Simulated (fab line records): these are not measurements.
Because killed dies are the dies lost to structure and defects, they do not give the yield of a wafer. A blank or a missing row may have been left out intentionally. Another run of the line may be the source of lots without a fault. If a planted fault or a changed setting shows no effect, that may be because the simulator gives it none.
The tool behind it: which one? | flow n5_finfet | 11 lots, 33 wafers sampled, at 1 step of a route of 1938

## WHAT THE GAUGES READ, wafer by wafer
N5_BEOL_M14_INSPECT_55: inspects for defects (darkfield). Usual: 69 for raw_defect_count, sd 28.
lot  | measured     | on                | raw_defect_count | flag
L698 | day 11 12:01 | defect_inspect-01 | 34 35 36         |
L699 | day 11 13:32 | defect_inspect-01 | 47 45 67         |
L702 | day 12 05:22 | defect_inspect-02 | 51 56 52         |
L706 | day 13 05:26 | defect_inspect-01 | 33 50 51         |
L707 | day 13 06:17 | defect_inspect-02 | 60 23 57         |
L708 | day 13 14:38 | defect_inspect-02 | 30 42 56         |
L709 | day 13 18:02 | defect_inspect-02 | 88 79 60         |
L713 | day 14 14:05 | defect_inspect-02 | 63 72 58         |
L711 | day 14 18:28 | defect_inspect-01 | 100 117 106      |
L719 | day 17 03:00 | defect_inspect-02 | 115 57 130       |
L720 | day 18 05:30 | defect_inspect-01 | 58 62 73         |

## WHICH TOOL RAN EACH LOT (tool, then ch and the chambers of the sampled wafers, then the start)
The record holds no process step before these readings.

## WHAT THE TOOLS THEMSELVES READ (means of the sampled wafers that have a number; where no wafer has one, the mark that the record gives instead)
The record holds no such reading with a usual standard deviation.

## THE ANSWER, worked out from the rows above alone
Rule: lot off if the mean of its wafers having a number is beyond 3 standard deviations from the usual mean. Also off: a lot with no number at a reading for which 4 or more lots have one. The other lots that the step has rows for count as sound. After the gauges, taken in route order, come the tools' own readings; for these a lot's mean is taken, as printed above. The first step at which some lot is off is used, and at that step the reading that is off furthest; a lot without a number counts as furthest.
No lot is off at any reading shown: from this, nothing can be told.

## WHAT THE SIMULATOR PUT IN
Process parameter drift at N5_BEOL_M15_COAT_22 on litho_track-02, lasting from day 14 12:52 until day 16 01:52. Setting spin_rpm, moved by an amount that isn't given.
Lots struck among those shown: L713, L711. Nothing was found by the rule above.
